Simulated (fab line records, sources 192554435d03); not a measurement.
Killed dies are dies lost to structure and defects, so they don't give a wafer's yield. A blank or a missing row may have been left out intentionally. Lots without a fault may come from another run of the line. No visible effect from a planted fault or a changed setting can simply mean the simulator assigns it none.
fab line records    flow n5_finfet
record: lots: 10  wafers: 30  last_day: 18
route steps=1938 shown BEOL_M5@1159 PASSIVATION@1936
lots with no fault: from the same line, run without faults
start_h: start of the lot's first displayed wafer, in hours after the record's first day    wait_h: time in hours since the lot's previous step    " identical to the entry in the row above    L1.1+2: a single row standing in for several wafers    - either no value or no given start    * or withheld: withheld    < > ~ a bound
route shown NAME@n: names a module that has steps shown in the file, with the first one's number in the route    usual: mean and standard deviation over wafers with no fault    same: alike in all rows    chamber/n: place in a boat    sites: the reading at each site    _std_site: standard deviation across them    _edge_site: outer sites' mean less inner sites'    radius_mm: how far each site lies from the wafer's centre    mask NAME#n: copy n    behind: the most recent tool/chamber to have shaped the wafer    hold: cause of the lot's hold/its duration in hours/its outcome    device: the n, p or np transistor that did not switch    end of line: tests of these same wafers at the route's end    step lacking rows: just its recipe    killed: count of dies lost to structure and defects at first sort (not the wafer's yield)    map: shows each die of a wafer: x if killed, . if not, _ if none is there
set.NAME: the run value of the setting; set.NAME@STEP: its run value at that earlier step    model.NAME: the simulator's own value behind a step, which no gauge read
a sample of lots followed through the steps of the route, with each step as a table and each wafer as a row
services: the hour from which a tool's chamber was out of use, counted from the record's first day as start_h (under 0 if before that day), plus the number of hours and why
== steps ==
step: N5_BEOL_M5_STRIP_36
recipe: chemistry: N2/H2  power_w: 450  temp_c: 40  pressure_mtorr: 20  rf_frequency_hz: 6e+07  overash_fraction: 0.3  bias_power_w: 7  h2_frac: 0.5  n2_flow_sccm: 200  h2_flow_sccm: 200
usual: drypump_motor_current_A: 5.81/0.25  oes_product_au: 0.78/0.082  rf_vpp_V: 59.1/1.4  showerhead_plenum_p_Torr: 2.55/0.081  temp_c: 40.01/0.12  throttle_valve_pct: 23.6/0.41
lot.wafer  tool         chamber  start_h  wait_h  drypump_motor_current_A  oes_product_au  rf_hours_counter_h  rf_vpp_V  showerhead_plenum_p_Torr  temp_c  throttle_valve_pct
L757.1     rie_diel-03  0        183.09   0.0     5.62                     0.90            35                  58.1      2.61                      39.96   24.0
L757.3     "            2        "        "       5.72                     0.89            47                  58.9      2.69                      40.17   23.2
L757.5     "            0        "        "       5.61                     0.91            -                   59.2      2.61                      39.92   24.0
L758.3     rie_diel-06  3        193.94   0.0     5.87                     0.88            57                  59.2      2.46                      40.18   23.0
L758.5     "            3        "        "       5.86                     0.86            -                   60.5      2.46                      39.99   23.0
L758.6     "            2        "        "       5.84                     0.76            -                   59.1      2.54                      40.14   24.1
L759.1     rie_diel-06  0        197.20   0.0     6.07                     0.72            215                 59.8      2.50                      39.69   23.5
L759.2     "            1        "        "       5.42                     0.75            160                 58.6      2.64                      39.93   24.0
L759.6     "            1        "        "       5.41                     0.75            -                   57.3      2.64                      40.10   23.9
L760.3     rie_diel-06  3        203.61   0.0     5.83                     0.86            61                  58.4      2.46                      39.91   22.9
L760.5     "            3        "        "       5.85                     0.85            -                   57.0      2.46                      39.96   23.0
L760.6     "            2        "        "       5.84                     0.74            -                   57.7      2.54                      39.93   24.1
L767.2     rie_diel-05  0        249.62   0.0     5.63                     0.90            25                  58.8      2.59                      40.13   23.2
L767.3     "            1        "        "       5.92                     0.69            231                 57.7      2.61                      39.94   24.2
L767.4     "            3        "        "       5.64                     0.86            42                  58.9      2.57                      39.95   23.6
L772.2     rie_diel-05  1        284.81   0.0     5.89                     0.68            239                 60.5      2.61                      39.94   24.1
L772.4     "            0        "        "       5.64                     0.89            33                  55.8      2.59                      40.04   23.2
L772.6     "            2        "        "       6.06                     0.68            -                   59.5      2.42                      40.24   23.9
L773.2     rie_diel-05  0        290.38   0.0     5.63                     0.89            36                  59.8      2.59                      39.97   23.2
L773.4     "            1        "        "       5.92                     0.68            241                 61.3      2.61                      40.13   24.1
L773.5     "            2        "        "       6.06                     0.69            -                   57.6      2.41                      40.00   24.0
L776.3     rie_diel-03  0        313.36   0.0     5.59                     0.85            84                  58.3      2.59                      40.07   24.0
L776.4     "            1        "        "       6.35                     0.70            207                 63.0      2.62                      40.01   23.3
L776.5     "            2        "        "       5.71                     0.84            -                   58.5      2.67                      40.19   23.2
L778.2     rie_diel-06  1        316.57   0.0     5.41                     0.75            186                 60.2      2.63                      39.87   24.0
L778.4     "            3        "        "       5.88                     0.81            87                  60.4      2.45                      40.14   23.0
L778.6     "            0        "        "       6.12                     0.69            -                   56.5      2.49                      40.07   23.5
L777.2     rie_diel-03  0        323.30   0.0     5.59                     0.85            87                  57.7      2.58                      40.12   24.0
L777.3     "            2        "        "       5.75                     0.84            98                  58.0      2.67                      40.12   23.2
L777.5     "            3        "        "       5.48                     0.75            -                   58.6      2.45                      39.93   24.1
step: N5_BEOL_M5_ETCH_41
recipe: chemistry: CH3F/O2  target: SiCN  target_depth_a: 315  taper_deg: 2  time_s: 56.7  ion_energy_ev: 120  mask_material: TiN  pressure_mtorr: 30  source_w: 395  bias_w: 75  Ar_flow_sccm: 150  CH3F_flow_sccm: 30  O2_flow_sccm: 20
usual: drypump_motor_current_A: 5.80/0.25  mfc_ar_sccm: 150.0/0.46  oes_product_au: 0.78/0.081  rf_vpp_V: 297.4/1.7  showerhead_plenum_p_Torr: 2.01/0.064  throttle_valve_pct: 16.30/0.3
lot.wafer  tool         chamber  start_h  wait_h  drypump_motor_current_A  mfc_ar_sccm  oes_product_au  rf_hours_counter_h  rf_vpp_V  showerhead_plenum_p_Torr  throttle_valve_pct
L757.1     rie_diel-03  0        -        -       5.61                     148.8        0.91            35                  298.2     2.04                      16.08
L757.3     "            2        "        "       5.70                     150.2        0.88            47                  300.7     2.13                      15.99
L757.5     "            0        "        "       5.60                     149.7        0.91            -                   298.2     2.04                      16.09
L758.3     rie_diel-06  3        -        -       5.87                     149.9        0.84            57                  295.7     1.94                      15.94
L758.5     "            3        "        "       5.87                     150.4        0.86            -                   296.3     1.95                      15.94
L758.6     "            2        "        "       5.84                     150.0        0.75            -                   298.0     1.99                      16.45
L759.1     rie_diel-06  0        -        -       6.10                     149.8        0.72            215                 298.3     1.99                      16.56
L759.2     "            1        "        "       5.42                     150.0        0.76            160                 299.6     2.07                      16.34
L759.6     "            1        "        "       5.41                     150.3        0.75            -                   299.3     2.07                      16.33
L760.3     rie_diel-06  3        -        -       5.83                     150.5        0.85            61                  296.3     1.94                      15.92
L760.5     "            3        "        "       5.87                     150.4        0.85            -                   298.1     1.94                      15.93
L760.6     "            2        "        "       5.83                     149.8        0.75            -                   297.3     1.99                      16.45
L767.2     rie_diel-05  0        -        -       5.61                     149.6        0.90            25                  298.7     2.04                      15.82
L767.3     "            1        "        "       5.93                     150.3        0.68            231                 297.9     2.06                      16.71
L767.4     "            3        "        "       5.63                     150.5        0.87            42                  298.5     2.03                      16.20
L772.2     rie_diel-05  1        -        -       5.92                     150.0        0.68            239                 300.2     2.06                      16.75
L772.4     "            0        "        "       5.63                     150.0        0.87            33                  298.3     2.04                      15.85
L772.6     "            2        "        "       6.07                     150.2        0.67            -                   294.0     1.89                      16.68
L773.2     rie_diel-05  0        -        -       5.64                     151.0        0.87            36                  300.2     2.04                      15.86
L773.4     "            1        "        "       5.93                     150.2        0.68            241                 298.0     2.06                      16.74
L773.5     "            2        "        "       6.06                     150.7        0.68            -                   294.7     1.89                      16.69
L776.3     rie_diel-03  0        -        -       5.61                     149.5        0.84            84                  297.1     2.02                      16.17
L776.4     "            1        "        "       6.37                     150.9        0.68            207                 298.4     2.06                      16.10
L776.5     "            2        "        "       5.70                     151.0        0.83            -                   299.6     2.11                      16.09
L778.2     rie_diel-06  1        -        -       5.43                     149.8        0.74            186                 297.8     2.06                      16.37
L778.4     "            3        "        "       5.84                     150.1        0.81            87                  295.2     1.94                      15.98
L778.6     "            0        "        "       6.10                     150.5        0.69            -                   295.4     1.98                      16.61
L777.2     rie_diel-03  0        -        -       5.63                     149.8        0.85            87                  299.0     2.02                      16.17
L777.3     "            2        "        "       5.70                     149.9        0.83            98                  297.8     2.11                      16.09
L777.5     "            3        "        "       5.46                     149.9        0.76            -                   295.8     1.92                      16.51
step: N5_BEOL_M5_CURE_80
recipe: temp_c: 370  time_s: 120  ambient: DMADMS/He  material: SiCOH_lowk
usual: lamp_power_pct: 52.32/0.053  wafer_temp_C_max: 371.9/0.79
lot.wafer  tool        chamber  start_h  wait_h  lamp_power_pct  wafer_temp_C_max
L757.1     uv_cure-03  2        183.47   0.0     52.43           372.4
L757.3     "           2        "        "       52.25           372.2
L757.5     "           2        "        "       52.33           372.0
L758.3     uv_cure-02  0        194.43   0.1     52.35           372.7
L758.5     "           0        "        "       52.35           372.2
L758.6     "           0        "        "       52.30           372.9
L759.1     uv_cure-01  2        197.70   0.0     52.24           372.0
L759.2     "           2        "        "       52.28           370.8
L759.6     "           2        "        "       52.23           372.2
L760.3     uv_cure-02  2        204.12   0.1     52.34           372.2
L760.5     "           2        "        "       52.40           371.8
L760.6     "           2        "        "       52.27           372.0
L767.2     uv_cure-01  2        250.11   0.1     52.37           372.0
L767.3     "           2        "        "       52.26           372.1
L767.4     "           2        "        "       52.26           372.9
L772.2     uv_cure-02  2        285.24   0.1     52.22           371.7
L772.4     "           2        "        "       52.26           371.8
L772.6     "           2        "        "       52.26           371.8
L773.2     uv_cure-02  1        290.81   0.1     52.21           371.1
L773.4     "           1        "        "       52.44           370.7
L773.5     "           1        "        "       52.27           370.6
L776.3     uv_cure-02  2        313.86   0.1     52.38           371.4
L776.4     "           2        "        "       52.26           372.0
L776.5     "           2        "        "       52.23           371.8
L778.2     uv_cure-02  2        317.00   0.1     52.37           372.2
L778.4     "           2        "        "       52.36           372.8
L778.6     "           2        "        "       52.38           372.2
L777.2     uv_cure-02  1        323.75   0.1     52.35           370.9
L777.3     "           1        "        "       52.32           370.7
L777.5     "           1        "        "       52.35           370.6
step: N5_BEOL_M5_ALD_86
recipe: material: TaN  target_thk_a: *  temp_c: 275  ald_precursor_family: PDMAT  ald_co_reactant: NH3  pressure_torr: 3  carrier_flow_sccm: 1500  pulse_time_s: 2  purge_time_s: 3  co_reactant_purge_time_s: 2  co_reactant_pulse_time_s: 3  ald_cycles: 30  precursor_vessel_temp_c: 75  precursor_vessel_pressure_torr: 26.25  precursor_vessel_carrier_sccm: 1000
usual: co_reactant_pulse_time_s: 3/0  heater_power_w: 409/42
same: ald_cycles: 30
lot.wafer  tool          chamber  start_h  wait_h  co_reactant_pulse_time_s  heater_power_w
L757.1     ald_metal-02  3        185.22   0.1     3                         426
L757.3     "             1        "        "       3                         378
L757.5     "             1        "        "       3                         374
L758.3     ald_metal-01  3        195.35   0.1     3                         445
L758.5     "             1        "        "       3                         394
L758.6     "             0        "        "       3                         463
L759.1     ald_metal-02  1        198.49   0.0     3                         386
L759.2     "             3        "        "       3                         431
L759.6     "             0        "        "       3                         496
L760.3     ald_metal-02  0        204.53   0.1     3                         491
L760.5     "             2        "        "       3                         370
L760.6     "             1        "        "       3                         372
L767.2     ald_metal-02  0        250.81   0.0     2.8081                    484
L767.3     "             1        "        "       3                         378
L767.4     "             2        "        "       2.8081                    369
L772.2     ald_metal-03  2        285.62   0.0     3                         421
L772.4     "             1        "        "       3                         391
L772.6     "             0        "        "       3                         365
L773.2     ald_metal-03  2        291.19   0.0     3                         437
L773.4     "             1        "        "       3                         398
L773.5     "             3        "        "       3                         375
L776.3     ald_metal-02  1        314.24   0.0     3                         374
L776.4     "             3        "        "       3                         426
L776.5     "             1        "        "       3                         373
L778.2     ald_metal-03  1        318.27   0.3     3                         389
L778.4     "             2        "        "       3                         435
L778.6     "             2        "        "       3                         413
L777.2     ald_metal-01  3        324.39   0.0     3                         448
L777.3     "             1        "        "       3                         385
L777.5     "             1        "        "       3                         400
step: N5_PASSIVATION_PROBE_49
usual: defect_limited_yield: 91.5/1.5  killed_at_M0_to_M3: 33/10  killed_at_M4_up: 15/6.4  killed_at_contacts: 12/5.4  killed_at_front_end: 38/9.8  killed_at_other: 4/3.1  killed_dies: 101/18  killed_open: 67/14  killed_short: 33/7.9  sort_bin_5_function: 5.0/1  sort_bin_6_memory: 3.2/0.67  sort_n_pass: 1079/18  sort_yield_pct: 91.5/1.5
same: gross_dies: 1180  killed_at_back_side: 0  sort_bin_4_leakage[%]: 0  sort_bin_8_speed[%]: 0
lot.wafer  tool       chamber  start_h  wait_h  defect_limited_yield[%]  killed_at_M0_to_M3  killed_at_M4_up  killed_at_contacts  killed_at_front_end  killed_at_other  killed_dies  killed_open  killed_short  sort_bin_5_function[%]  sort_bin_6_memory[%]  sort_n_pass  sort_yield_pct[%]
L760.3     prober-01  -        296.88   0.1     91.9                     36                  15               8                   31                   5                95           62           32            5.1                     2.7                   1085         91.9
L760.5     prober-01  -        296.98   0.2     91.9                     32                  8                11                  42                   3                96           70           25            5.8                     2.3                   1084         91.9
L760.6     prober-01  -        297.03   0.3     92.8                     34                  11               6                   30                   4                85           59           26            4.4                     2.6                   1095         92.8
L758.3     prober-02  -        298.06   0.1     91.6                     30                  14               9                   45                   1                99           64           34            5.3                     2.7                   1081         91.6
L758.5     prober-02  -        298.16   0.2     92.5                     28                  8                12                  39                   1                88           58           29            4.5                     2.5                   1092         92.5
L758.6     prober-02  -        298.21   0.3     92.4                     21                  15               7                   47                   0                90           62           27            5.1                     2.5                   1090         92.4
killed by level:class
L760.3 STI_FIN_REVEAL:geometric_particle:open=15 BEOL_M2:geometric_particle:open=11 BEOL_M4:geometric_particle:open=6 MOL_CONTACT_COAG:geometric_particle:open=5 BEOL_M0_SAQP:geometric_particle:short=5 BEOL_M0_SAQP:geometric_particle:open=5 BEOL_M1:geometric_particle:open=5 BEOL_M3:geometric_particle:short=5
L760.5 STI_FIN_REVEAL:geometric_particle:open=14 BEOL_M0_SAQP:geometric_particle:open=12 MOL_CONTACT_COAG:geometric_particle:open=10 BEOL_M1:geometric_particle:open=7 BEOL_M4:geometric_particle:open=6 DUMMY_GATE:geometric_particle:open=5 BEOL_M0_SAQP:geometric_particle:short=5 STARTING-WAFER:geometric_particle:short=5
L760.6 BEOL_M2:geometric_particle:open=10 BEOL_M0_SAQP:geometric_particle:open=9 STI_FIN_REVEAL:geometric_particle:open=6 BEOL_M3:geometric_particle:open=6 MOL_CONTACT_COAG:geometric_particle:open=5 STARTING-WAFER:geometric_particle:open=4 STARTING-WAFER:geometric_particle:short=4 FIN_SAQP:geometric_particle:short=3
L758.3 FIN_SAQP:geometric_particle:open=13 FIN_SAQP:geometric_particle:short=11 BEOL_M0_SAQP:geometric_particle:short=10 MOL_CONTACT_COAG:geometric_particle:open=8 BEOL_M2:geometric_particle:open=8 BEOL_M0_SAQP:geometric_particle:open=7 BEOL_M4:geometric_particle:open=6 STI_FIN_REVEAL:geometric_particle:open=5
L758.5 MOL_CONTACT_COAG:geometric_particle:open=12 BEOL_M0_SAQP:geometric_particle:open=9 BEOL_M0_SAQP:geometric_particle:short=8 FIN_SAQP:geometric_particle:short=7 FIN_SAQP:geometric_particle:open=6 STI_FIN_REVEAL:geometric_particle:open=6 GATE_CUT:geometric_particle:open=6 BEOL_M1:geometric_particle:open=5
L758.6 FIN_SAQP:geometric_particle:open=11 FIN_SAQP:geometric_particle:short=9 BEOL_M4:geometric_particle:open=7 STI_FIN_REVEAL:geometric_particle:open=6 MOL_CONTACT_COAG:geometric_particle:open=5 GATE_CUT:geometric_particle:open=5 BEOL_M2:geometric_particle:open=5 GATE_CUT:geometric_particle:short=4
== services ==
tool          chamber  start_h  hours  kind
uv_cure-01    -        176.09   7.5    pm
uv_cure-02    -        180.62   1.0    pm
rie_diel-03   3        181.91   13.3   repair
rie_diel-05   3        199.25   6.7    repair
rie_diel-05   -        215.61   0.7    repair
uv_cure-01    -        238.74   3.4    pm
rie_diel-05   3        239.24   9.6    repair
rie_diel-06   2        252.13   10.8   repair
rie_diel-06   0        256.55   7.3    repair
rie_diel-06   1        257.61   3.4    repair
rie_diel-03   1        264.32   8.9    repair
rie_diel-05   -        264.84   14.6   pm
uv_cure-02    -        271.07   1.5    repair
uv_cure-03    -        290.46   0.3    repair
rie_diel-06   3        291.33   1.9    repair
ald_metal-01  -        298.52   1.6    repair
ald_metal-03  -        303.01   6.0    pm
uv_cure-01    -        305.86   2.8    pm
rie_diel-05   1        312.03   4.2    repair
== key ==
first_sign: step: N5_BEOL_M5_ALD_86  reading: co_reactant_pulse_time_s  direction: down  sigmas: 99+  usual: *  struck: *
effect none on later readings
met_at N5_BEOL_M5_ALD_86
struck_lots L767
struck_wafers L767.2,L767.4
not_acting_at N5_BEOL_M5_STRIP_36,N5_BEOL_M5_ETCH_41,N5_BEOL_M5_CURE_80
onset_between 204.53 250.81
fault: kind: process_parameter_drift  tool: ald_metal-02  chamber: -  onset_h: 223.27  steps: N5_BEOL_M5_ALD_86  channel: co_reactant_pulse_time_s  offset: *  shape: step  end_h: 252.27  scope: struck_wafers_only  acts_in: *  stated: *
